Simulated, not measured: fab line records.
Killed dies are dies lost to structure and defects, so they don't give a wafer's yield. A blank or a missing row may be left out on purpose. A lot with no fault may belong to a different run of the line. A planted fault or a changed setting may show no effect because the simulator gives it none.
Matching of chambers ; flow n5-finfet ; 4 sister chambers for N5_BEOL_M8_ETCH_62 on rie-diel-02
The step etches SOC in N2/H2, target depth 110 nm, overetch 22 nm, time 165 s. 8 wafers are shown with their chamber, then 10 later ones without.

== EACH WAFER AND ITS CHAMBER ==
wafer;chamber;showerhead-plenum-p-Torr (Torr);throttle-valve-pct (%)
L085.1;2;2.68;17.28
L086.2;3;2.55;17.73
L086.4;2;2.68;17.30
L089.1;1;2.61;17.66
L089.4;3;2.54;17.75
L089.6;0;2.45;17.44
L093.1;1;2.60;17.68
L093.2;0;2.45;17.44

== WAFERS MISSING THEIR CHAMBER ==
wafer;showerhead-plenum-p-Torr (Torr);throttle-valve-pct (%)
L093.6;2.45;17.44
L094.1;2.45;17.44
L094.4;2.60;17.69
L094.5;2.60;17.69
L092.4;2.45;17.43
L092.5;2.60;17.68
L092.6;2.45;17.43
L097.2;2.67;17.34
L097.3;2.44;17.44
L097.5;2.44;17.45

== EACH ONE'S CHAMBER ==
wafer;from the rows above;in truth
L093.6;0;0
L094.1;0;0
L094.4;1;1
L094.5;1;1
L092.4;0;0
L092.5;1;1
L092.6;0;0
L097.2;2;2
L097.3;0;0
L097.5;0;0
10 of 10 placed correctly. Can't be placed from these rows: 0. Placed wrongly: 0.
How it was worked out, from the rows above alone: a wafer's distance from a chamber is the root of the sum, over the readings, of the square of ((its reading less the chamber's mean) divided by the reading's scatter). If the next closest chamber is less than 2 further off than the closest, the wafer can't be placed; otherwise it belongs to the closest. For every chamber, the mean is computed from those of its wafers that are shown. How the scatter is found: for the shown wafers, subtract from each reading the mean of its chamber, square and add these, divide the total by (wafers less chambers), then take the root.
